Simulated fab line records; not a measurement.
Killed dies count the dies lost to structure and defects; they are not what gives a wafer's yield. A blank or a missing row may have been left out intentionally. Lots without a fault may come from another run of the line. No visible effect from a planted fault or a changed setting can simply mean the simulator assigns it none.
One fault through the eyes of 2 desks / flow n5_finfet / each desk holds nothing but its own numbers, with what lay behind them at the end

## FROM THE METROLOGY DESK
Means of the sampled wafers that have a number, per lot and without regard to the tool the lot ran on: this is what the gauges read. Any lot whose mean is over 4 standard deviations away from the usual mean is out of limits and marked OUT; that distance is given in the brackets. Shown are 7 of the 12 readings it has, namely the first that went out of limits plus those furthest out on some lot.
Columns: A = thk_nm at N5_STI_FIN_REVEAL_THK_MEAS_05, usual 132.1 nm; B = trench_depth_nm at N5_STI_FIN_REVEAL_FIN_H_MEAS_10, usual 52.2 nm; C = DIBL_N at N5_BEOL_M4_RC_MEAS_101, usual 36.2 mV/V; D = IOFF_N at N5_BEOL_M4_RC_MEAS_101, usual 0.155 nA/um; E = IOFF_P at N5_BEOL_M4_RC_MEAS_101, usual 0.210 nA/um; F = ION_N at N5_BEOL_M4_RC_MEAS_101, usual 677 uA/um; G = ION_P at N5_BEOL_M4_RC_MEAS_101, usual 465 uA/um
lot=L770; first seen here=day 2 12:32; A=132.5; B=51.8; C=36.8; D=0.163; E=0.206; F=677; G=464
lot=L774; first seen here=day 3 10:18; A=131.7; B=51.1; C=36.7; D=0.164; E=0.227; F=672; G=465
lot=L776; first seen here=day 4 02:09; A=130.2; B=53.0; C=34.7; D=0.150; E=0.216; F=681; G=470
lot=L781; first seen here=day 5 03:15; A=131.9; B=51.9; C=36.4; D=0.174; E=0.236; F=681; G=469
lot=L788; first seen here=day 6 21:17; A=132.8; B=60.6 (+14) OUT; C=35.1; D=0.147; E=0.202; F=713 (+4.2) OUT; G=467
lot=L789; first seen here=day 7 03:17; A=132.0; B=52.2; C=35.1; D=0.156; E=0.213; F=679; G=469
lot=L790; first seen here=day 7 11:46; A=132.0; B=57.3 (+8.7) OUT; C=34.8; D=0.132; E=0.168; F=690; G=456
lot=L791; first seen here=day 7 17:13; A=132.2; B=52.2; C=37.4; D=0.153; E=0.209; F=672; G=463
lot=L793; first seen here=day 8 07:49; A=134.1; B=52.1; C=36.6; D=0.150; E=0.182; F=668; G=456
This desk's finding: out of limits on L788, L790; first on L788, day 7 00:41 (trench_depth_nm at N5_STI_FIN_REVEAL_FIN_H_MEAS_10). L770, L774, L776, L781, L789, L791, L793 stayed within limits.

## THE TOOL OWNER'S DESK: rie_diel-04
The tool's own readings at N5_STI_FIN_REVEAL_ETCHBACK_08 (etches SiO2 in C4F6/O2, target depth 30.5 nm, time 10.167 s): means of the sampled wafers that have a number, for each lot that ran on this tool. Any lot whose mean is over 4 standard deviations away from the usual mean is out of limits and marked OUT; that distance is given in the brackets.
Columns: A = drypump_motor_current_A at N5_STI_FIN_REVEAL_ETCHBACK_08, usual 5.5 A; B = oes_product_au at N5_STI_FIN_REVEAL_ETCHBACK_08, usual 0.84 a.u.; C = rf_fwd_power_W at N5_STI_FIN_REVEAL_ETCHBACK_08, usual 340.7 W; D = rf_vpp_V at N5_STI_FIN_REVEAL_ETCHBACK_08, usual 666 V; E = showerhead_plenum_p_Torr at N5_STI_FIN_REVEAL_ETCHBACK_08, usual 2.90 Torr; F = throttle_valve_pct at N5_STI_FIN_REVEAL_ETCHBACK_08, usual 21.13 %
lot=L776; first seen here=day 4 02:23; A=5.7; B=0.86; C=341.2; D=661; E=2.88; F=21.17
lot=L781; first seen here=day 5 03:29; A=5.6; B=0.87; C=341.0; D=656; E=2.84; F=21.14
lot=L788; first seen here=day 6 21:41; A=5.4; B=0.91; C=341.1; D=653; E=2.82; F=21.11
lot=L790; first seen here=day 7 12:00; A=5.5; B=0.84; C=341.4; D=655; E=2.83; F=21.18
Result from this desk: across the 4 lots, nothing is out of limits.

## BROUGHT TOGETHER
An alarm was possible from the metrology desk at day 7 00:41, on L788, L790.
The tool owner's desk saw nothing out of limits.
The tool owner's desk has L788, L790 on record, within its limits.
On rie_diel-04, each named lot ran N5_STI_FIN_REVEAL_ETCHBACK_08.

## WHAT WAS PUT IN BY THE SIMULATOR
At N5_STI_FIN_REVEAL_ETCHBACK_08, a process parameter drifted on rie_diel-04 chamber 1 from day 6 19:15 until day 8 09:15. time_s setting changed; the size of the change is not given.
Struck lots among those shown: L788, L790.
Delay in hours, fault start to first out-of-limits reading, per desk: metrology desk 5.
